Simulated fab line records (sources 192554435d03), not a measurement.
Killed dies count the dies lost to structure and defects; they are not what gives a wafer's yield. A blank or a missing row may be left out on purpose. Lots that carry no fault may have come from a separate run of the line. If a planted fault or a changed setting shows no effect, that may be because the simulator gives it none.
Which of the tools did it? :: flow n5-finfet :: 18 wafers from 6 lots sampled at 4 of the route's 1938 steps

== WHAT EACH GAUGE READ, for each wafer ==
N5_ILD0_THK_MEAS_08.
lot: L848
measured: day 4 09:40
on: film-metro-02
thk-nm (nm): 139.6 139.9 139.7

lot: L850
measured: day 4 20:43
on: film-metro-01
thk-nm (nm): 139.1 139.2 140.9

lot: L854
measured: day 5 21:17
on: film-metro-02
thk-nm (nm): 137.8 139.9 140.2

lot: L856
measured: day 6 16:49
on: film-metro-01
thk-nm (nm): 139.4 139.3 139.2

lot: L865
measured: day 8 13:38
on: film-metro-01
thk-nm (nm): 139.3 137.9 139.0

lot: L867
measured: day 9 01:46
on: film-metro-02
thk-nm (nm): 138.6 138.8 138.3

== EACH LOT AND THE TOOL THAT RAN IT (in order: tool; ch and the chambers of the sampled wafers; start) ==
lot: L848
N5_SD_EPI_P_DESCUM_14: rie-diel-01 ch 0,1,3, day 4 00:01
N5_SD_ACTIVATION_LSA_01: laser-anneal-01 ch 0, day 4 06:04
N5_ILD0_LINER_00: ald-sin-03 ch 1,3, day 4 06:40

lot: L850
N5_SD_EPI_P_DESCUM_14: rie-diel-01 ch 0,1,3, day 4 12:13
N5_SD_ACTIVATION_LSA_01: laser-anneal-01 ch 0, day 4 17:03
N5_ILD0_LINER_00: ald-sin-03 ch 1,2, day 4 17:43

lot: L854
N5_SD_EPI_P_DESCUM_14: rie-diel-01 ch 0,2, day 5 12:55
N5_SD_ACTIVATION_LSA_01: laser-anneal-01 ch 0, day 5 17:47
N5_ILD0_LINER_00: ald-sin-02 ch 0,1, day 5 18:19

lot: L856
N5_SD_EPI_P_DESCUM_14: rie-diel-02 ch 0,1,3, day 6 05:50
N5_SD_ACTIVATION_LSA_01: laser-anneal-01 ch 0, day 6 13:15
N5_ILD0_LINER_00: ald-sin-03 ch 1,3, day 6 13:49

lot: L865
N5_SD_EPI_P_DESCUM_14: rie-diel-02 ch 0,1, day 8 05:25
N5_SD_ACTIVATION_LSA_01: laser-anneal-01 ch 0, day 8 09:25
N5_ILD0_LINER_00: ald-sin-01 ch 0,1,2, day 8 10:39

lot: L867
N5_SD_EPI_P_DESCUM_14: rie-diel-06 ch 0,1,3, day 8 15:52
N5_SD_ACTIVATION_LSA_01: laser-anneal-01 ch 0, day 8 21:52
N5_ILD0_LINER_00: ald-sin-01 ch 1,2, day 8 22:25
- N5_SD_EPI_P_DESCUM_14: chemistry O2, time 7.9 s.
- N5_SD_ACTIVATION_LSA_01: time 0.0008 s.
- N5_ILD0_LINER_00: material SiNx, target thk 4 nm, pulse time 1 s, purge time 2 s.

== THE ANSWER, worked out from the rows above alone ==
Rule: usual is defined by the lots themselves. Put in order of their means at a reading, lots are off if they are a third of the lots or fewer, leave a main group of 4 or more, and stand apart from it by a gap of 3 or more times the standard deviation of the main group's means; of several such gaps the widest counts. A main group whose means are all the same, to the digits that the tables above print for the reading, isn't used. Also off: a lot with no number at a reading for which 4 or more lots have one. All remaining lots with rows at the step are treated as sound.
No lot is off at any reading shown: from this, nothing can be told.

== WHAT THE SIMULATOR HAD INSERTED ==
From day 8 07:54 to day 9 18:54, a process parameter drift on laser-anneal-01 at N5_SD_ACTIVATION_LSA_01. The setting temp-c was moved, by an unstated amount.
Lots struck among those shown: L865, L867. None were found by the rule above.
